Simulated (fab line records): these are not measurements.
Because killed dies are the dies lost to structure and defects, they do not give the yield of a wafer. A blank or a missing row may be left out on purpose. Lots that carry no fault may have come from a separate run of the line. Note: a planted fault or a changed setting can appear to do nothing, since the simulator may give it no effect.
Lot-split experiment ; flow n5Finfet ; 21 wafers read across 7 lots, on a route 1938 steps long

## ABOUT THE SPLIT
At N5_BEOL_M8_ILD_DEP_00 (deposits SiCOH lowk from DEMS/porogen, target thk 179.75 nm, time 33.4 s), the setting timeS was moved away from the recipe's 33.4 s on 3 of the 21 wafers read, by -13.1% to +8.1%. The other wafers ran this setting at the recipe's value.

## FROM THE SPLIT TO THE READING: what the file shows between them, 1 step
- N5_BEOL_M8_CURE_74: cures SiCOH lowk, time 240 s

## THE READING
At N5_BEOL_M8_THK_MEAS_01: M8_ILD_THK, given in nm. Typical for fault-free wafers on this fab line: 154.6 nm, with standard deviation 2.2 nm.

wafer;tool, chamber at the split;timeS as run, s;against the recipe;M8_ILD_THK, nm;against lot-mates on the recipe
L078.4;pecvd-04, 0,2;33.4;recipe;155.2;-
L078.5;pecvd-04, 0,2;33.4;recipe;155.2;-
L078.6;pecvd-04, 1;29.01;-13.1%;136.3;-18.9
L082.3;pecvd-04, 2;33.4;recipe;154.2;-
L082.4;pecvd-04, 1;33.4;recipe;157.8;-
L082.5;pecvd-04, 2;33.4;recipe;156.1;-
L085.2;pecvd-03, 2;33.4;recipe;152.7;-
L085.3;pecvd-03, 1;33.4;recipe;154.9;-
L085.5;pecvd-03, 1;33.4;recipe;156.5;-
L088.2;pecvd-01, 2;33.4;recipe;151.6;-
L088.3;pecvd-01, 1;36.1;+8.1%;165.5;+12.4
L088.6;pecvd-01, 1;33.4;recipe;154.5;-
L089.1;pecvd-04, 0;33.4;recipe;153.5;-
L089.2;pecvd-04, 1;33.4;recipe;154.7;-
L089.5;pecvd-04, 2;33.4;recipe;152.8;-
L091.1;pecvd-04, 0;33.4;recipe;152.4;-
L091.3;pecvd-04, 2;33.4;recipe;152.9;-
L091.5;pecvd-04, 2;33.4;recipe;153.8;-
L093.2;pecvd-03, 2;33.4;recipe;153.6;-
L093.5;pecvd-03, 1;29.72;-11.0%;140.5;-13.7
L093.6;pecvd-03, 2;33.4;recipe;154.8;-
If several chambers appear in one row, that row covers several wafers at once and the file leaves open which wafer was in which chamber.

FIT RESULTS
A straight line over all 21 wafers: M8_ILD_THK changes by +1.33 nm for each +1% of timeS; r = +0.97; the points scatter about the line by 1.5 nm.
The same after taking each lot's own level away (the mean of its wafers on the recipe; 21 wafers): +1.4 nm for each +1%; r = +0.98; scatter 1.2 nm.
The reading moves by 18 nm for the largest change in timeS, on that fit.
Measured against the standard deviation above, the lots' own levels, which go from 153.03 to 156.03 nm, span 1.4 times it.
Consequently the slope shifts little with the lot-to-lot level, the two slopes agreeing.
Check: with one of the wafers moved furthest among these (-13.1%) left out of the fit, the line predicts -17.6 nm for it against its lot-mates. It came out at -18.9 nm against them.

## ADDITIONAL SPLITS CARRIED BY THESE WAFERS
Note: prior to the reading, these wafers also went through further splits. Each is held against what the fit with the lots' levels taken away leaves over:
other split on the same wafers;wafers away from the commonest value;r with M8_ILD_THK (lot level and that fit taken away)
N5_BEOL_M6_DESCUM_33 timeS;7;+0.05
N5_BEOL_M7_ETCH_61 sourceW;5;+0.12

## THE WHOLE CHAIN: every reading that the file lists as answering this split, in the file's order
step;what it does;reading;change (the file's fit);r (the file's)
N5_BEOL_M8_ILD_DEP_00;deposits SiCOH lowk from DEMS/porogen, target thk 179.75 nm, time 33.4 s;SiCOH_lowk_of_BEOL_M8_ILD_DEP_00.thkNm (the simulator's own value, which no gauge read);+1.58 nm for each +1% of the setting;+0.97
N5_BEOL_M8_CURE_74;cures SiCOH lowk, time 240 s;SiCOH_lowk_of_BEOL_M8_ILD_DEP_00.thkNm (the simulator's own value, which no gauge read);+1.38 nm for each +1% of the setting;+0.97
N5_BEOL_M8_THK_MEAS_01;;M8_ILD_THK;+1.39 for each +1% of the setting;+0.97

## THE FILE'S OWN FIT
M8_ILD_THK changes by +1.39 nm for each +1% of timeS, r = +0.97.
